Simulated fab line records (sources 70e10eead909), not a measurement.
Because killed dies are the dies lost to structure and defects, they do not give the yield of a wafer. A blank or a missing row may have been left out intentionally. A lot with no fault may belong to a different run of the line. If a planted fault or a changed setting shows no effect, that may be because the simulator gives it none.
fab line records	flow nandHarc
record lots=6	wafers=18	lastDay=33
route steps=1302 shown P_GATE@127
lots that met no fault: taken from a fault-free run of the same line
startH: the number of hours between the record's first day and the start of the first shown wafer of the lot	waitH: time in hours since the lot's previous step	" same as the row above	L1.1+2: several wafers, shown together as one row	- value missing, or start not given	* or withheld: withheld	< > ~ a bound
route shown NAME@n: NAME is a module with steps in the file, n the number in the route of the first one	usual: mean/standard deviation taken from wafers without a fault	same: alike in all rows	chamber/n: place in a boat	sites: each site's reading	_std_site: the standard deviation of these	_edge_site: the outer-site mean with the inner-site mean subtracted	radiusMm: for every site, how far away it sits from the centre of the wafer	mask NAME#n: copy n	behind: tool/chamber where the wafer was last shaped	hold: why the lot was held/for how many hours/how that ended	device: whichever transistor did not switch (one of n, p or np)	end of line: the route-end tests of the same wafers	step lacking rows: just its recipe	killed: dies that structure and defects cost at the first sort, which is not the same as the wafer's yield	map: per-die view of a wafer (x killed, . not killed, _ where there is no die)
set.NAME: the setting that was run; set.NAME@STEP: the one run at that earlier step	model.NAME: the simulator's own value behind a step, which no gauge read
a table for each step, a row for each wafer; lots at some steps of the route
services: when a tool's chamber went out of use (startH, in hours from the record's first day, below 0 if earlier), for how many hours, and the reason
## steps
# step NHARC_P_GATE_PRECLEAN_71
# recipe timeS=*	tempC=50	bathAgeMin=0	chemistry=SC1
# step NHARC_P_GATE_SRD_72
# step NHARC_P_GATE_OXIDE_16
# recipe targetThkA=30	tempC=875	oxTimeS=392	material=SiO2
# step NHARC_P_GATE_CVD_17
# recipe targetThkA=1500	tempC=620	timeS=900	material=poly-Si
# step NHARC_P_GATE_HM_DEP_102
# recipe targetThkA=1200	tempC=400	material=aC
# usual throttleValvePct=34.999/0.009
lot.wafer	tool	chamber	startH	waitH	throttleValvePct
L997.1	aclDep-02	0	103.08	4.3	34.993
L997.2	"	0	"	"	35.012
L997.5	"	0	"	"	34.997
L104.2	aclDep-03	0	175.71	0.5	34.991
L104.3	"	0	"	"	34.996
L104.5	"	0	"	"	35.004
L105.2	aclDep-02	0	185.04	1.6	34.993
L105.3	"	0	"	"	34.998
L105.4	"	0	"	"	34.993
L114.3	aclDep-03	0	276.85	0.6	34.992
L114.4	"	0	"	"	35.006
L114.5	"	0	"	"	34.999
L116.1	aclDep-02	0	303.71	5.9	35.007
L116.2	"	0	"	"	35.007
L116.3	"	0	"	"	34.993
L119.1	aclDep-03	0	332.05	0.8	35.007
L119.2	"	0	"	"	34.992
L119.5	"	0	"	"	34.983
# step NHARC_P_GATE_DEP_103
# recipe targetThkA=300	targetThkNm=30	tempC=400	flowSccm=200	rfW=350	material=SiON
# usual heaterPowerOuterW=409/63	heaterPowerW=684/65
lot.wafer	tool	chamber	startH	waitH	heaterPowerOuterW	heaterPowerW
L997.1	pecvd-02	1	103.86	0.7	344	616
L997.2	"	2	"	"	419	647
L997.5	"	2	"	"	419	654
L104.3	pecvd-04	1	176.27	0.3	384	698
L104.2	"	0	"	"	362	623
L104.5	"	0	"	"	361	614
L105.3	pecvd-04	2	185.63	0.4	360	636
L105.2	"	0	"	"	293	537
L105.4	"	1	"	"	386	744
L114.3	pecvd-02	2	277.33	0.4	418	660
L114.4	"	1	"	"	349	651
L114.5	"	2	"	"	404	666
L116.1	pecvd-04	2	304.37	0.6	382	661
L116.2	"	0	"	"	310	587
L116.3	"	1	"	"	373	693
L119.1	pecvd-02	2	332.72	0.6	453	704
L119.2	"	0	"	"	462	706
L119.5	"	2	"	"	442	703
# step NHARC_P_GATE_DEHYDRATE_18
# recipe tempC=150	timeS=120
# step NHARC_P_GATE_HMDS_19
# recipe timeS=30
# step NHARC_P_GATE_COAT_20
# recipe spinRpm=1500	resistThkNm=90
# step NHARC_P_GATE_SOFTBAKE_21
# recipe tempC=105	timeS=55
# step NHARC_P_GATE_EBR_22
# step NHARC_P_GATE_EXPOSE_23
# recipe na=1.35	targetCdNm=120	doseMj=93.91	maskId=P_GATE
# step NHARC_P_GATE_PEB_24
# recipe pebTempC=100	pebTimeS=65
lot.wafer	tool	chamber	startH	waitH
L997.1+2+5	lithoTrack-06	0	104.48	0.1
L104.2+3+5	lithoTrack-06	0	176.74	0.1
L105.2+3+4	lithoTrack-06	0	186.08	0.1
L114.3+4+5	lithoTrack-06	0	277.90	0.0
L116.1+2+3	lithoTrack-06	0	304.97	0.1
L119.1+2+5	lithoTrack-04	0	333.32	0.1
# step NHARC_P_GATE_DEVELOP_25
# recipe developTimeS=35	devTempC=23
# step NHARC_P_GATE_CD_MEAS_26
# recipe targetCdNm=120	landingEnergyEv=500
# usual cdNm=119.9/0.56
lot.wafer	tool	chamber	startH	waitH	cdNm
L997.1	cdSem-02	0	104.57	-	118.8
L997.2	"	0	"	"	119.3
L997.5	"	0	"	"	118.9
L104.2	cdSem-03	0	176.82	-	116.2
L104.3	"	0	"	"	119.1
L104.5	"	0	"	"	115.9
L105.2	cdSem-01	0	186.16	-	117.0
L105.3	"	0	"	"	120.0
L105.4	"	0	"	"	117.0
L114.3	cdSem-03	0	277.99	-	119.8
L114.4	"	0	"	"	119.7
L114.5	"	0	"	"	118.8
L116.1	cdSem-01	0	305.05	-	120.0
L116.2	"	0	"	"	120.3
L116.3	"	0	"	"	119.8
L119.1	cdSem-03	0	333.40	-	120.4
L119.2	"	0	"	"	120.4
L119.5	"	0	"	"	119.5
# step NHARC_P_GATE_OVL_MEAS_27
# usual overlayXNm=-0.1/0.92	overlayYNm=0.1/0.67
lot.wafer	tool	chamber	startH	waitH	overlayXNm	overlayYNm
L997.1	overlay-02	-	104.66	-	0.6	1.0
L997.2	"	-	"	"	0.3	0.8
L997.5	"	-	"	"	0.4	0.9
L104.2	overlay-02	-	176.91	-	0.2	-0.3
L104.3	"	-	"	"	0.2	-0.5
L104.5	"	-	"	"	0.3	-0.5
L105.2	overlay-02	-	186.25	-	1.2	-0.1
L105.3	"	-	"	"	1.2	-0.5
L105.4	"	-	"	"	1.2	-0.3
L114.3	overlay-01	-	278.07	-	-0.9	-0.6
L114.4	"	-	"	"	-1.0	0.1
L114.5	"	-	"	"	-0.5	-0.4
L116.1	overlay-01	-	305.14	-	-1.5	0.3
L116.2	"	-	"	"	-1.5	0.4
L116.3	"	-	"	"	-1.1	0.6
L119.1	overlay-02	-	333.49	-	0.9	-0.4
L119.2	"	-	"	"	0.7	0.2
L119.5	"	-	"	"	0.6	0.2
# step NHARC_P_GATE_INSPECT_28
# usual rawDefectCount=6.0/2.5
lot.wafer	tool	chamber	startH	waitH	rawDefectCount
L997.1	defectInspect-01	-	104.69	0.0	4
L997.2	"	-	"	"	5
L997.5	"	-	"	"	7
L104.2	defectInspect-02	-	176.95	0.0	7
L104.3	"	-	"	"	8
L104.5	"	-	"	"	5
L105.2	defectInspect-02	-	186.28	0.0	6
L105.3	"	-	"	"	3
L105.4	"	-	"	"	5
L114.3	defectInspect-02	-	278.11	0.0	6
L114.4	"	-	"	"	5
L114.5	"	-	"	"	6
L116.1	defectInspect-01	-	305.17	0.0	4
L116.2	"	-	"	"	7
L116.3	"	-	"	"	5
L119.1	defectInspect-02	-	333.52	0.0	7
L119.2	"	-	"	"	12
L119.5	"	-	"	"	7
# step NHARC_P_GATE_DESCUM_31
# recipe timeS=3	o2FlowSccm=200	arFlowSccm=0	biasPowerW=0	chemistry=O2
# usual drypumpMotorCurrentA=5.6/0.48	oesProductAu=1.002/0.0098	rfVppV=58.0/0.86	showerheadPlenumPTorr=1.94/0.076	throttleValvePct=11.311/0.0081
lot.wafer	tool	chamber	startH	waitH	drypumpMotorCurrentA	oesProductAu	rfHoursCounterH	rfVppV	showerheadPlenumPTorr	throttleValvePct	model.P_GATE.cdNm
L997.1	rieDiel-01	1	104.77	0.1	6.1	1.008	4.7	57.9	1.99	11.320	119.2
L997.2	"	3	"	"	6.1	0.985	4.4	57.9	2.04	11.315	119.4
L997.5	"	0	"	"	6.3	0.995	-	58.4	1.99	11.300	118
L104.2	rieDiel-01	1	177.01	0.1	6.1	1.010	7.5	57.3	1.99	11.315	117.2
L104.3	"	0	"	"	6.4	1.001	7.7	59.4	1.99	11.306	118.7
L104.5	"	1	"	"	6.1	1.010	-	57.2	1.99	11.313	116.8
L105.3	rieDiel-02	2	186.34	0.1	5.9	0.988	9.6	57.8	1.92	11.321	120.1
L105.2	"	0	"	"	4.9	0.995	9.6	58.0	1.98	11.311	117.5
L105.4	"	1	"	"	5.3	0.998	-	57.2	1.86	11.312	117.1
L114.4	rieDiel-05	1	278.17	0.1	5.8	1.002	2.8	57.3	1.81	11.310	120.1
L114.3	"	2	"	"	5.0	1.001	2.6	57.2	2.03	11.305	119.4
L114.5	"	1	"	"	5.8	1.008	-	58.1	1.81	11.312	119
L116.2	rieDiel-01	1	305.24	0.1	6.1	1.007	5.4	57.8	1.99	11.310	120.3
L116.3	"	2	"	"	5.4	1.009	5.5	58.4	1.80	11.300	118.4
L116.1	"	0	"	"	6.3	1.003	7.2	59.4	1.99	11.311	119.8
L119.1	rieDiel-05	2	333.59	0.1	5.0	0.973	5.5	57.2	2.03	11.308	119.8
L119.2	"	1	"	"	5.8	1.000	5.7	55.8	1.81	11.306	120.2
L119.5	"	3	"	"	6.1	1.025	-	58.3	1.90	11.326	119.9
# step NHARC_P_GATE_ETCH_104
# recipe targetDepthA=600	timeS=withheld	cf4FlowSccm=100	chf3FlowSccm=30	arFlowSccm=0	rfW=500	biasW=200	chemistry=CF4/CHF3
# usual drypumpMotorCurrentA=5.6/0.48	oesProductAu=0.949/0.022	rfVppV=371.2/2.1	showerheadPlenumPTorr=1.59/0.06	throttleValvePct=16.802/0.0089
lot.wafer	tool	chamber	startH	waitH	drypumpMotorCurrentA	oesProductAu	rfVppV	showerheadPlenumPTorr	throttleValvePct
L997.2	rieDiel-01	0	104.86	0.1	6.3	0.925	372.4	1.64	16.792
L997.1	"	1	"	"	6.1	0.935	372.7	1.63	16.804
L997.5	"	3	"	"	6.0	0.924	373.8	1.67	16.785
L104.2	rieDiel-01	2	177.09	0.1	5.4	0.976	367.4	1.49	16.799
L104.3	"	0	"	"	6.3	0.984	370.5	1.64	16.788
L104.5	"	2	"	"	5.4	0.971	367.0	1.49	16.808
L105.3	rieDiel-02	0	186.45	0.1	4.9	0.945	372.6	1.62	16.819
L105.2	"	1	"	"	5.3	0.959	368.8	1.53	16.800
L105.4	"	2	"	"	5.9	0.958	371.4	1.58	16.800
L114.4	rieDiel-05	1	278.26	0.1	5.8	0.959	367.0	1.50	16.796
L114.3	"	2	"	"	5.0	0.948	375.7	1.66	16.793
L114.5	"	3	"	"	6.1	0.988	369.0	1.56	16.788
L116.3	rieDiel-01	1	305.32	0.1	6.1	0.966	371.1	1.63	16.818
L116.1	"	2	"	"	5.4	0.966	367.1	1.49	16.793
L116.2	"	3	"	"	6.0	0.972	374.8	1.67	16.799
L119.2	rieDiel-05	1	333.67	0.1	5.8	0.914	367.7	1.50	16.783
L119.1	"	0	"	"	5.1	0.907	373.5	1.62	16.824
L119.5	"	2	"	"	5.0	0.911	373.1	1.66	16.803
# step NHARC_P_GATE_HM_OPEN_105
# recipe targetDepthA=3600	o2FlowSccm=400	cosFlowSccm=20	arFlowSccm=0	rfW=500	biasW=300	chemistry=O2/COS
# usual drypumpMotorCurrentA=5.6/0.49	oesProductAu=0.999/0.011	rfVppV=468.1/2.6	showerheadPlenumPTorr=3.16/0.12	throttleValvePct=28.329/0.0087
lot.wafer	tool	chamber	startH	waitH	drypumpMotorCurrentA	oesProductAu	rfHoursCounterH	rfVppV	showerheadPlenumPTorr	throttleValvePct	model.P_GATE.cdNm
L997.2	rieDiel-01	3	-	-	6.1	1.000	4.5	471.2	3.32	28.332	121.6
L997.1	"	0	"	"	6.3	0.996	4.6	469.1	3.25	28.328	120.8
L997.5	"	3	"	"	6.0	0.992	-	471.2	3.32	28.341	122
L104.2	rieDiel-01	0	-	-	6.3	1.011	7.7	470.3	3.25	28.315	118.6
L104.3	"	1	"	"	6.1	1.010	7.5	470.3	3.24	28.319	120.6
L104.5	"	2	"	"	5.4	1.012	-	463.5	2.95	28.324	116.9
L105.2	rieDiel-02	2	-	-	5.9	0.997	9.6	466.4	3.14	28.325	118.2
L105.3	"	1	"	"	5.3	1.001	9.7	466.0	3.04	28.322	121.9
L105.4	"	1	"	"	5.3	1.010	-	466.5	3.04	28.338	118.9
L114.3	rieDiel-05	3	-	-	6.1	1.016	2.5	466.7	3.10	28.330	120.6
L114.4	"	2	"	"	5.0	0.995	2.6	471.5	3.30	28.329	120.9
L114.5	"	3	"	"	6.1	1.019	-	467.1	3.10	28.340	120.2
L116.2	rieDiel-01	2	-	-	5.4	1.003	5.5	465.2	2.95	28.337	122.2
L116.1	"	3	"	"	6.1	0.995	7.6	470.7	3.31	28.330	118.7
L116.3	"	0	"	"	6.3	1.000	7.3	469.3	3.24	28.328	117.9
L119.2	rieDiel-05	0	-	-	5.1	1.005	4.9	469.5	3.21	28.323	124.4
L119.1	"	1	"	"	5.8	1.002	5.7	463.6	2.97	28.350	124.4
L119.5	"	1	"	"	5.8	1.002	-	465.5	2.97	28.336	125.5
# step NHARC_P_GATE_STRIP_106
# recipe o2FlowSccm=400	cosFlowSccm=20	arFlowSccm=0	biasW=0	chemistry=O2/COS
## services
tool	chamber	startH	hours	kind
pecvd-04	-	88.04	13.0	pm
rieDiel-02	1	108.52	3.1	repair
rieDiel-02	3	108.61	132.0	repair
aclDep-03	-	116.20	13.0	pm
rieDiel-05	1	127.70	9.0	repair
pecvd-02	0	141.67	7.6	repair
rieDiel-05	2	150.77	6.3	repair
pecvd-02	-	155.16	0.6	repair
pecvd-02	0	166.91	4.2	repair
pecvd-02	2	174.73	7.5	repair
rieDiel-05	2	175.66	4.2	repair
lithoTrack-06	-	179.00	7.0	pm
pecvd-02	-	199.28	1.1	repair
rieDiel-01	-	203.88	9.0	pm
rieDiel-02	-	216.70	9.0	pm
rieDiel-05	-	217.84	0.8	repair
pecvd-02	0	220.03	10.7	repair
pecvd-02	-	227.00	13.0	pm
rieDiel-05	-	229.60	9.0	pm
aclDep-02	-	244.24	13.0	pm
rieDiel-02	0	251.31	2.9	repair
rieDiel-01	3	269.51	12.3	repair
rieDiel-01	2	275.44	16.7	repair
rieDiel-05	0	316.02	13.5	repair
## key
firstSign step=NHARC_P_GATE_CD_MEAS_26	reading=cdNm	direction=down	sigmas=5.9	usual=119.9	struck=116.5
effect none on later readings
modelEffect step=NHARC_P_GATE_DESCUM_31	value=P_GATE.cdNm	without=119.7	struck=117.1
modelEffect step=NHARC_P_GATE_HM_OPEN_105	value=P_GATE.cdNm	without=120.7	struck=118.1
metAt NHARC_P_GATE_PEB_24
struckWafers L104.2,L104.5,L105.2,L105.4
testerLeftOut L104,L105
onsetBetween 104.48 176.74
fault kind=processParameterDrift	tool=lithoTrack-06	chamber=-	onsetH=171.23	steps=NHARC_P_GATE_PEB_24	channel=pebTimeS	offset=*	shape=step	endH=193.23	scope=struckWafersOnly	actsIn=*	stated=*
# testerLeftOut: of these lots the tester's yield and bins aren't shown, on N5 and GAA mostly nor the transistor test; their killed dies are dies lost to structure and defects alone, not to doping, threshold or leakage, so they don't give the yield
